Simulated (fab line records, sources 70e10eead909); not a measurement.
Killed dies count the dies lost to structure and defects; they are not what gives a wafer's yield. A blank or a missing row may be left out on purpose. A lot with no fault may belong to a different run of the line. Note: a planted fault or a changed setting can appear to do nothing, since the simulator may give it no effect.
One fault through the eyes of 2 desks	flow nand-harc	what lay behind the numbers comes last; until then each desk has only its own

THE METROLOGY DESK
Lot by lot, what the gauges showed, no matter which tool ran the lot: averages of those sampled wafers that carry a number. Any lot whose mean is over 4 standard deviations away from the usual mean is out of limits and marked OUT; that distance is given in the brackets.
Columns: A = cd-nm at NHARC_A_BONDPAD_CD_MEAS_13, usual 500 nm
lot	first seen here	A
L730	day 23 10:24	502
L728	day 23 11:25	504
L729	day 23 13:23	499
L731	day 24 21:20	496
L733	day 24 23:55	499
L732	day 25 02:28	499
L734	day 25 19:00	499
L735	day 26 17:40	497
L736	day 27 01:20	504
L739	day 27 15:10	497
L748	day 32 10:53	499
L749	day 32 11:23	500
L750	day 32 16:47	496
Result from this desk: across the 13 lots, nothing is out of limits.

AT THE TOOL OWNER'S DESK: litho-track-05
The tool's own readings at NHARC_A_BONDPAD_SOFTBAKE_04 (time 70 s): means of the sampled wafers that have a number, for each lot that ran on this tool. Any lot whose mean is over 4 standard deviations away from the usual mean is out of limits and marked OUT; that distance is given in the brackets.
Columns: A = heater-power-total-W at NHARC_A_BONDPAD_SOFTBAKE_04, usual 200.8 W
lot	first seen here	A
L739	day 27 13:00	200.9
L748	day 32 09:00	245.8 (+35) OUT
L749	day 32 10:00	287.9 (+67) OUT
This desk finds L748, L749 out of limits, L748 being first, at day 32 09:00 (heater-power-total-W at NHARC_A_BONDPAD_SOFTBAKE_04). L739 stayed within limits.

ALL TOGETHER
An alarm could have come from the tool owner's desk at day 32 09:00, on L748, L749.
At the metrology desk, nothing out of limits was observed.
The metrology desk has L748, L749 on record, within its limits.
Every lot named ran NHARC_A_BONDPAD_SOFTBAKE_04 on litho-track-05.

WHAT HAD BEEN PUT IN BY THE SIMULATOR
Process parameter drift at NHARC_A_BONDPAD_SOFTBAKE_04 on litho-track-05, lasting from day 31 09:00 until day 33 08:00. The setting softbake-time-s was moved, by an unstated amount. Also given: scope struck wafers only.
Shown lots that were struck: L748, L749.
Time in hours from fault onset to the first out-of-limits reading at each desk: the tool owner's desk, 24.
